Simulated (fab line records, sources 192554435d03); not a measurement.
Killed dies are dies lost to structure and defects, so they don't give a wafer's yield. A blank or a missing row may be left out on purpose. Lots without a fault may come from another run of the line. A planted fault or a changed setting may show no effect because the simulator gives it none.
Which tool did it? | flow n5_finfet | 24 lots, 72 wafers sampled, at 2 steps of a route of 1938

WHAT THE GAUGES READ, wafer by wafer
N5_BEOL_M1_OCD_MEAS_38. Usual: trench_depth_nm 55.1 nm, standard deviation 1.2.
lot  | measured     | on     | trench_depth_nm (nm) | flag
L074 | day 6 14:34  | ocd-02 | 54.5 53.4 54.1       |
L075 | day 6 17:21  | ocd-02 | 54.7 53.4 53.3       |
L076 | day 6 17:20  | ocd-01 | 54.9 55.4 57.0       |
L077 | day 6 23:25  | ocd-01 | 55.3 56.5 53.1       |
L078 | day 7 00:32  | ocd-01 | 53.8 55.2 56.1       |
L079 | day 7 13:28  | ocd-01 | 55.4 54.0 56.5       |
L080 | day 7 18:13  | ocd-02 | 56.7 53.3 55.2       |
L081 | day 8 00:18  | ocd-02 | 55.9 57.2 55.3       |
L082 | day 8 03:10  | ocd-01 | 55.8 57.4 55.9       |
L083 | day 8 10:20  | ocd-02 | 54.8 54.7 57.4       |
L084 | day 8 16:00  | ocd-02 | 54.8 55.8 55.0       |
L085 | day 9 02:11  | ocd-02 | 55.4 53.7 55.6       |
L086 | day 9 05:07  | ocd-01 | 53.4 56.4 53.5       |
L087 | day 9 15:55  | ocd-01 | 55.9 56.0 56.8       |
L088 | day 9 19:40  | ocd-02 | 54.6 54.9 54.4       |
L090 | day 10 02:46 | ocd-02 | 55.0 55.1 54.5       |
L089 | day 10 03:01 | ocd-01 | 54.7 55.5 57.0       |
L091 | day 10 09:15 | ocd-02 | 57.0 55.3 55.1       |
L092 | day 10 19:37 | ocd-02 | 55.3 53.4 53.4       |
L093 | day 11 01:47 | ocd-02 | 55.4 55.0 55.3       |
L094 | day 11 06:57 | ocd-02 | 55.3 56.1 54.7       |
L095 | day 11 12:10 | ocd-01 | 54.1 54.6 54.0       |
L096 | day 11 12:32 | ocd-02 | 53.4 52.8 56.0       |
L097 | day 11 21:22 | ocd-01 | 55.9 56.7 54.8       |

WHICH TOOL RAN EACH LOT (tool, then ch and the chambers of the sampled wafers, then the start)
lot  | N5_BEOL_M1_DESCUM_33
L074 | rie_diel-03 ch 0,1,2, day 6 10:08
L075 | rie_diel-03 ch 0,2,3, day 6 15:11
L076 | rie_diel-01 ch 0,1,3, day 6 16:32
L077 | rie_diel-03 ch 1,2,3, day 6 22:14
L078 | rie_diel-01 ch 0,2,3, day 6 23:25
L079 | rie_diel-04 ch 1,2, day 7 10:25
L080 | rie_diel-03 ch 0,1,2, day 7 14:08
L081 | rie_diel-01 ch 0,3, day 7 23:24
L082 | rie_diel-03 ch 1,2,3, day 8 01:59
L083 | rie_diel-04 ch 1,2, day 8 08:22
L084 | rie_diel-04 ch 0,1,2, day 8 13:15
L085 | rie_diel-01 ch 0,2,3, day 8 23:22
L086 | rie_diel-04 ch 0,1,2, day 9 04:07
L087 | rie_diel-04 ch 1,2,3, day 9 07:32
L088 | rie_diel-01 ch 0,2,3, day 9 15:29
L090 | rie_diel-03 ch 1,3, day 10 01:35
L089 | rie_diel-01 ch 0,2, day 10 01:41
L091 | rie_diel-03 ch 1,2,3, day 10 07:56
L092 | rie_diel-03 ch 1,2,3, day 10 14:11
L093 | rie_diel-01 ch 1,2,3, day 10 20:09
L094 | rie_diel-01 ch 0,2,3, day 11 02:54
L095 | rie_diel-04 ch 0,1,2, day 11 08:22
L096 | rie_diel-01 ch 0,1,3, day 11 10:53
L097 | rie_diel-03 ch 0,1,2, day 11 17:43
- N5_BEOL_M1_DESCUM_33: chemistry O2, time 7 s.

WHAT THE TOOLS THEMSELVES READ (means of the sampled wafers that have a number; where no wafer has one, the mark that the record gives instead)
N5_BEOL_M1_DESCUM_33. Usual: drypump_motor_current_A 5.7 A, standard deviation 0.59; oes_product_au 0.80 a.u., standard deviation 0.093; rf_vpp_V 243.0 V, standard deviation 1.2; showerhead_plenum_p_Torr 2.08 Torr, standard deviation 0.057; throttle_valve_pct 20.4 %, standard deviation 0.34.
lot  | tool        | drypump_motor_current_A (A) | oes_product_au (a.u.) | rf_vpp_V (V) | showerhead_plenum_p_Torr (Torr) | throttle_valve_pct (%) | flag
L074 | rie_diel-03 | 5.3                         | 0.79                  | 242.3        | 2.07                            | 20.3                   |
L075 | rie_diel-03 | 5.6                         | 0.77                  | 243.8        | 2.10                            | 20.4                   |
L076 | rie_diel-01 | 5.4                         | 0.84                  | 243.0        | 2.08                            | 20.4                   |
L077 | rie_diel-03 | 5.7                         | 0.72                  | 243.3        | 2.08                            | 20.4                   |
L078 | rie_diel-01 | 5.7                         | 0.94                  | 242.8        | 2.06                            | 20.1                   |
L079 | rie_diel-04 | 6.2                         | 0.84                  | 243.1        | 2.13                            | 20.5                   |
L080 | rie_diel-03 | 5.3                         | 0.77                  | 242.0        | 2.06                            | 20.3                   |
L081 | rie_diel-01 | 5.3                         | 0.90                  | 243.9        | 2.09                            | 20.2                   |
L082 | rie_diel-03 | 5.7                         | 0.72                  | 242.7        | 2.08                            | 20.4                   |
L083 | rie_diel-04 | 6.0                         | 0.87                  | 243.7        | 2.14                            | 20.6                   |
L084 | rie_diel-04 | 6.0                         | 0.79                  | 244.2        | 2.14                            | 20.7                   |
L085 | rie_diel-01 | 5.7                         | 0.90                  | 242.3        | 2.06                            | 20.1                   |
L086 | rie_diel-04 | 6.0                         | 0.78                  | 243.2        | 2.13                            | 20.7                   |
L087 | rie_diel-04 | 6.3                         | 0.79                  | 242.9        | 2.09                            | 20.6                   |
L088 | rie_diel-01 | 5.7                         | 0.90                  | 243.6        | 2.06                            | 20.1                   |
L090 | rie_diel-03 | 5.9                         | 0.72                  | 243.5        | 2.13                            | 20.4                   |
L089 | rie_diel-01 | 5.6                         | 0.92                  | 243.3        | 2.05                            | 19.9                   |
L091 | rie_diel-03 | 5.7                         | 0.71                  | 242.6        | 2.07                            | 20.5                   |
L092 | rie_diel-03 | 5.7                         | 0.70                  | 242.7        | 2.07                            | 20.5                   |
L093 | rie_diel-01 | 5.9                         | 0.83                  | 242.0        | 2.04                            | 20.3                   |
L094 | rie_diel-01 | 5.8                         | 0.88                  | 243.0        | 2.05                            | 20.1                   |
L095 | rie_diel-04 | 6.0                         | 0.85                  | 244.2        | 2.13                            | 20.6                   |
L096 | rie_diel-01 | 5.4                         | 0.79                  | 242.3        | 2.07                            | 20.4                   |
L097 | rie_diel-03 | 5.3                         | 0.74                  | 242.1        | 2.05                            | 20.4                   |

THE ANSWER, worked out from the rows above alone
Rule: a lot is off if the mean of its wafers that have a number lies more than 3 standard deviations from the usual mean. A lot without any number at a reading at which 4 lots or more have one is off too. The other lots that the step has rows for count as sound. The gauges are gone through in route order, then the tools' own readings, and for those a lot's mean is taken as printed above. The first step at which some lot is off is used, and at that step the reading that is off furthest; a lot without a number counts as furthest.
No lot is off at any reading shown: from this, nothing can be told.

WHAT THE SIMULATOR HAD PUT IN
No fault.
